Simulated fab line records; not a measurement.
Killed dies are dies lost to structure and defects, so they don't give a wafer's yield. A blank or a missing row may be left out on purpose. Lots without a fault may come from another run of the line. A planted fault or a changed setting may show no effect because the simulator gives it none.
A lot that was struck, set against a sound lot	flow nand_harc	31 steps out of a route of 1302
Sound: the wafers L287.3, L287.4, L287.6. The struck wafers were L305.2, L305.4, L305.5. The cause comes at the end.
Order at every step that has rows: each side's tool, ch and its chambers, its first start. Under that, the readings that differ: sound wafers	struck wafers	difference of the means	sigmas: that difference in standard deviations of wafers without a fault.
alike: words and numbers the same on both sides, and readings whose means are apart by under 2 such deviations; not compared: readings that were withheld, readings missing a value for some wafer, numbers with overlapping values and no deviation given by the record, and bounds like >300 which may hide the same value.
The two part at a step that has a row with sigmas, a row that says differs or no value, or rows on one side only. Numbers that have no deviation but don't overlap get no sigmas and don't part them. A reading missing from all wafers of one side parts the sides only when that side holds two or more wafers.

first, 2 steps without rows for these wafers: NHARC_P_ZERO_WELL_PEB_50 (peb time 85 s); NHARC_P_ZERO_WELL_DEVELOP_51 (time 70 s).
NHARC_P_ZERO_WELL_CD_MEAS_52 targets a cd of 2000 nm.
  sound on cd_sem-01 ch 0, day 2 02:34; struck on cd_sem-03 ch 0, day 9 13:46
  alike: cd_nm
then, 1 step without rows for these wafers: NHARC_P_ZERO_WELL_HARDBAKE_53 (time 80 s).
NHARC_P_ZERO_WELL_DESCUM_54: chemistry O2, time 3 s.
  sound on rie_diel-08 ch 0,2,3, day 2 02:44; struck on rie_diel-04 ch 0,2, day 9 13:56
  alike: drypump_motor_current_A, o2_flow_sccm, oes_product_au, rf_vpp_V, showerhead_plenum_p_Torr, throttle_valve_pct
  not compared: rf_hours_counter_h
then, 5 steps without rows for these wafers: NHARC_P_ZERO_WELL_IMPLANT_55; NHARC_P_ZERO_WELL_IMPLANT_61; NHARC_P_ZERO_WELL_STRIP_56 (strips in SPM, time 840 s); NHARC_P_ZERO_WELL_PRECLEAN_68 (cleans in SC1, time 60 s); NHARC_P_ZERO_WELL_SRD_69.
NHARC_P_ZERO_WELL_RTA_42: time 300 s.
  sound on rtp_anneal-02 ch 0, day 2 03:55; struck on rtp_anneal-01 ch 0, day 9 15:01
reading	sound	struck	difference	sigmas
lamp_power_pct (%)	44 44 44	36 36 36	-8	-2
  alike: wafer_temp_C_max
NHARC_P_ZERO_WELL_INSPECT_43:
  sound on defect_inspect-01 at day 2 04:22; struck on defect_inspect-01 at day 9 15:36
  alike: raw_defect_count
NHARC_P_STI_ETCH_26: etches SiO2 in dHF, target depth 11 nm.
  sound on wet_bench-04 ch 0,1,6, day 2 04:26; struck on wet_bench-07 ch 1,3,5, day 9 15:40
then, 13 steps without rows for these wafers: NHARC_P_STI_PRECLEAN_27 (cleans in SC1); NHARC_P_STI_SRD_28; NHARC_P_STI_OXIDE_29 (material SiO2, target thk 10 nm, ox time 1362 s); NHARC_P_STI_HM_DEP_30 (deposits Si3N4, target thk 80 nm, time 873 s); NHARC_P_STI_DEHYDRATE_01 (time 120 s); NHARC_P_STI_HMDS_02 (time 30 s); NHARC_P_STI_COAT_41 (time 65 s); NHARC_P_STI_COAT_03 (resist thk 600 nm); NHARC_P_STI_SOFTBAKE_04 (time 70 s); NHARC_P_STI_EBR_05; NHARC_P_STI_EXPOSE_06 (exposes mask P STI, target cd 200 nm); NHARC_P_STI_PEB_07 (peb time 80 s); NHARC_P_STI_DEVELOP_08 (time 50 s).
NHARC_P_STI_CD_MEAS_09 targets a cd of 200 nm.
  sound on cd_sem-01 ch 0, day 3 03:50; struck on cd_sem-03 ch 0, day 10 08:08
  alike: cd_nm
NHARC_P_STI_OVL_MEAS_10:
  sound on overlay-01 at day 3 03:55; struck on overlay-01 at day 10 08:13
reading	sound	struck	difference	sigmas
overlay_x_nm (nm)	-7 -7 -6	10 11 10	+17	+3
  alike: overlay_y_nm
NHARC_P_STI_INSPECT_11:
  sound on defect_inspect-02 at day 3 03:57; struck on defect_inspect-01 at day 10 08:15
reading	sound	struck	difference	sigmas
raw_defect_count	6 8 8	1340 1450 1350	+1373	+99 or more
then, 1 step without rows for these wafers: NHARC_P_STI_HARDBAKE_13 (time 65 s).
-- the record jumps here: 21 days lie between the struck wafers' starts before and after (it left off in module P_STI and takes up again in module END, whose first step shown is number 1302 of the route) --
NHARC_END_SORT_01:
  the record has rows for the struck wafers here (prober-02 ch 0, day 31 07:20) and none for the sound ones

## WHERE THEY PART
Last at NHARC_END_SORT_01 as far as this record goes, first at NHARC_P_ZERO_WELL_RTA_42.

WHY: the cause the simulator had injected
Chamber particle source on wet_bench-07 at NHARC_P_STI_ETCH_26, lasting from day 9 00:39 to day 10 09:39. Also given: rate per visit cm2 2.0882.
